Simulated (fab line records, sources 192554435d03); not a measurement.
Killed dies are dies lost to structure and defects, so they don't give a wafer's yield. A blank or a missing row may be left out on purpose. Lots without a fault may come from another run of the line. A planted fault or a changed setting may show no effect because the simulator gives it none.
Problem report in the 8D (eight disciplines) form, filled by code | flow n5_finfet | the parts of the form that need people (team, actions taken, sign-off) are left out

1. THE PROBLEM
killed_at_M4_up at N5_PASSIVATION_PROBE_49 reads a mean of 420 on 3 wafers of 2 lots; wafers without a fault read 14 with a standard deviation of 5.2. That is +78 standard deviations from the usual mean.
First seen on wafer L332.6, day 16 06:36, on prober-01. The record holds 18 wafers of 7 lots with a number at this step. Rule for "out", or "out of limits": more than 4 standard deviations from the usual mean. The other wafers with a number count as sound.

2. WHAT IT IS AND WHAT IT IS NOT
question                    | is                                                                                                                                     | is not
which readings at this step | killed_at_M4_up, defect_limited_yield, killed_dies, killed_on_rim, sort_bin_5_function, sort_bin_6_memory, sort_n_pass, sort_yield_pct | killed_at_contacts, killed_at_front_end, killed_at_other, killed_short, sort_bin_4_leakage
which lots                  | L332, L335                                                                                                                             | L322, L323, L326, L328, L334
which wafers of those lots  | L332.6, L335.2, L335.6                                                                                                                 | L332.4, L335.1
read on which tools         | prober-01, prober-02                                                                                                                   | -
when                        | from day 16 06:36                                                                                                                      | up to then (14 sound wafers); but 1 sound wafer of L335 came after

3. SUSPECTS, AND WHAT RULES EACH OUT
Counting: a tool at a process step up to the reading stays a suspect if it ran every lot that is out. Sound lots after the first of them don't rule it out here, since some wafers of a struck lot are sound.
- ecd_cu-02 at N5_BEOL_M8_ECD_50 (material Cu, target thk 300 nm): kept. It ran every lot that is out, first L332 (day 12 23:49); its last sound lot up to then is L328 (day 11 14:58).
- rie_diel-05 at N5_PASSIVATION_ETCH_54 (etches SiO2 in CHF3/O2, target depth 880 nm, time 440 s): kept. It ran every lot that is out, first L332 (day 16 03:35); its last sound lot up to then is L334 (day 15 22:38).
Left after counting: ecd_cu-02 at N5_BEOL_M8_ECD_50, rie_diel-05 at N5_PASSIVATION_ETCH_54.

4. THE CAUSE (what the simulator had put in)
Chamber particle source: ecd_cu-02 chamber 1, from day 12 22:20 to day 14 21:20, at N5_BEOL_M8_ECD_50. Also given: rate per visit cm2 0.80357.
Counting left 2 suspects, and this tool is among them.

5. THE CHAIN OF EFFECTS, in route order
Each row: a reading whose mean over the struck wafers that have a number lies more than 3 standard deviations from the usual. Only readings for which the record gives a usual standard deviation are gone through. hours: the time from each lot's start at the first step in this table that gives one to its start at this step, as a median over the lots. sigmas: the change in usual standard deviations.
hours | step                    | reading              | usual  | on struck wafers | change | sigmas
0     | N5_PASSIVATION_PROBE_49 | defect_limited_yield | 90.9 % | 58.3             | -32.6  | -22
0     | N5_PASSIVATION_PROBE_49 | killed_at_M4_up      | 14     | 420              | +406   | +78
0     | N5_PASSIVATION_PROBE_49 | killed_dies          | 108    | 493              | +385   | +21
0     | N5_PASSIVATION_PROBE_49 | killed_on_rim        | 14     | 61               | +47    | +11
0     | N5_PASSIVATION_PROBE_49 | sort_bin_5_function  | 5.4 %  | 26.3             | +20.9  | +21
0     | N5_PASSIVATION_PROBE_49 | sort_bin_6_memory    | 3.4 %  | 13.3             | +9.9   | +14
0     | N5_PASSIVATION_PROBE_49 | sort_n_pass          | 1072   | 687              | -385   | -21
0     | N5_PASSIVATION_PROBE_49 | sort_yield_pct       | 90.9 % | 58.3             | -32.6  | -22
The process steps in it:
- N5_PASSIVATION_PROBE_49

6. WHAT WOULD HAVE CAUGHT IT SOONER
In this record the first reading out of limits was taken at day 16 06:36, 80 hours after the fault began at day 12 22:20.
All the lots that are out (2) had begun N5_BEOL_M8_ECD_50 on ecd_cu-02 by day 16 06:36. A hold on the tool at that time would have spared none of them.
